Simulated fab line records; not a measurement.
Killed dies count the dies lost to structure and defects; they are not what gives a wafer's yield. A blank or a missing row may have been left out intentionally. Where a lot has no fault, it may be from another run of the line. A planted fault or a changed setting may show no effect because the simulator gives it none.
Matching of chambers	flow n5 finfet	N5_BEOL_M5_CMP_52 on cmp-01: 4 sister chambers
The step polishes, stops on SiCOH lowk, t overpolish 6.9 s, target thk 62 nm. 16 wafers are shown with their chamber, then 8 later ones without.

## WAFERS WITH THEIR CHAMBER
wafer	chamber	motor current A (A)	overpolish run s (s)	clearing platen down force psi (psi)
L074.1	0	7.2	6.895	1.5003
L074.2	2	6.4	6.897	1.4969
L074.6	1	7.7	6.902	1.5001
L080.1	1	7.4	6.904	1.5015
L080.2	2	6.6	6.887	1.4987
L080.6	0	7.6	6.900	1.5048
L081.3	1	7.5	6.914	1.5041
L081.4	0	7.7	6.917	1.4982
L081.5	1	7.0	6.896	1.5003
L083.4	0	7.8	6.892	1.4975
L083.5	2	6.4	6.900	1.4939
L083.6	3	6.5	6.895	1.5000
L084.2	0	6.9	6.908	1.5014
L084.4	2	6.3	6.904	1.5039
L084.5	0	7.6	6.909	1.5023
L090.2	1	7.1	6.897	1.5020

SIGNATURES (means of the wafers above)
reading	chamber 0	chamber 1	chamber 2	chamber 3	scatter within a chamber
motor current A	7.467	7.340	6.425	6.500	0.285
overpolish run s	6.90350	6.90260	6.89700	6.89500	0.00824
clearing platen down force psi	1.500750	1.501600	1.498350	1.500000	0.00288
Rule: a wafer's distance from a chamber is the root of the sum, over the readings, of the square of ((its reading less the chamber's mean) divided by the reading's scatter). The wafer belongs to the nearest chamber; if the next one is less than 2 further off, it can't be placed. How the scatter is found: for the shown wafers, subtract from each reading the mean of its chamber, square and add these, divide the total by (wafers less chambers), then take the root.

## WAFERS MISSING THEIR CHAMBER
wafer	motor current A (A)	overpolish run s (s)	clearing platen down force psi (psi)
L090.5	7.6	6.912	1.5028
L090.6	6.5	6.903	1.5022
L093.3	7.4	6.897	1.4997
L093.4	6.4	6.899	1.4985
L093.5	7.4	6.907	1.5078
L096.2	7.2	6.916	1.4994
L096.3	7.3	6.882	1.4961
L096.6	7.2	6.884	1.4976

## WHICH CHAMBER EACH WENT THROUGH
wafer	from the rows above	in truth
L090.5	can't be placed: 0 or 1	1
L090.6	can't be placed: 3 or 2 or 1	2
L093.3	can't be placed: 0 or 1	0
L093.4	can't be placed: 2 or 3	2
L093.5	can't be placed: 1 or 0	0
L096.2	can't be placed: 0 or 1 or 3 or 2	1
L096.3	can't be placed: 0 or 1 or 3 or 2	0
L096.6	can't be placed: 1 or 0 or 3 or 2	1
0 of 8 placed correctly. Cannot be placed on the basis of these rows: 8; the candidates contain the true chamber in 8. Number placed wrongly: 0.
